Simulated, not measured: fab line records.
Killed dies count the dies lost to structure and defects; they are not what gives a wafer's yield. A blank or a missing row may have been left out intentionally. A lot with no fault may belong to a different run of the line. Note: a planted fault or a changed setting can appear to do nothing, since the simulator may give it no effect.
Which tool did it? + flow n5Finfet + 36 wafers from 12 lots sampled at 2 of the route's 1938 steps

## WHAT THE GAUGES READ, wafer by wafer
N5_MOL_CONTACT_COAG_INSPECT_10: inspects for defects (brightfield).
| lot  | measured     | on               | rawDefectCount |
|------|--------------|------------------|----------------|
| L075 | day 5 04:43  | defectInspect-02 | 79 117 65      |
| L077 | day 5 10:21  | defectInspect-02 | 50 42 31       |
| L079 | day 6 00:06  | defectInspect-02 | 124 51 58      |
| L081 | day 6 10:38  | defectInspect-01 | 42 50 42       |
| L083 | day 6 20:16  | defectInspect-01 | 32 55 52       |
| L085 | day 7 11:58  | defectInspect-01 | 46 66 74       |
| L087 | day 7 22:02  | defectInspect-02 | 73 44 54       |
| L089 | day 8 12:56  | defectInspect-01 | 57 86 54       |
| L091 | day 8 23:07  | defectInspect-02 | 49 37 50       |
| L093 | day 9 11:26  | defectInspect-02 | 40 57 130      |
| L095 | day 9 21:47  | defectInspect-01 | 56 58 44       |
| L097 | day 10 11:29 | defectInspect-01 | 43 80 63       |

## TOOL THAT RAN EACH LOT (tool first, then ch and the chambers of the sampled wafers, then the start)
| lot  | N5_GATE_CUT_STRIP_42             |
|------|----------------------------------|
| L075 | rieDiel-01 ch 0,1,3, day 5 00:53 |
| L077 | rieDiel-03 ch 0,2, day 5 06:50   |
| L079 | rieDiel-01 ch 1,3, day 5 20:35   |
| L081 | rieDiel-04 ch 1,2,3, day 6 07:00 |
| L083 | rieDiel-04 ch 2,3, day 6 16:28   |
| L085 | rieDiel-01 ch 1,2,3, day 7 08:13 |
| L087 | rieDiel-04 ch 0,3, day 7 18:27   |
| L089 | rieDiel-03 ch 2,3, day 8 09:10   |
| L091 | rieDiel-04 ch 0,1,2, day 8 19:37 |
| L093 | rieDiel-01 ch 0,1,2, day 9 07:49 |
| L095 | rieDiel-01 ch 0,2,3, day 9 18:09 |
| L097 | rieDiel-04 ch 0,3, day 10 07:58  |
- N5_GATE_CUT_STRIP_42: strips in O2.

## THE ANSWER, worked out from the rows above alone
Rule: usual is defined by the lots themselves. The widest of any qualifying gaps counts: lots, ordered by their means at a reading, are off when they make up no more than a third of the lots, leave a main group of 4 or more, and stand apart from it by 3 or more times the standard deviation of that group's means. Not used: any main group whose means are identical at the precision the tables above print for the reading. A lot without any number at a reading at which 4 lots or more have one is off too. Any other lot the step has rows for is counted as sound.
Nothing can be told from this: no lot is off at any reading shown.

## WHAT HAD BEEN PUT IN BY THE SIMULATOR
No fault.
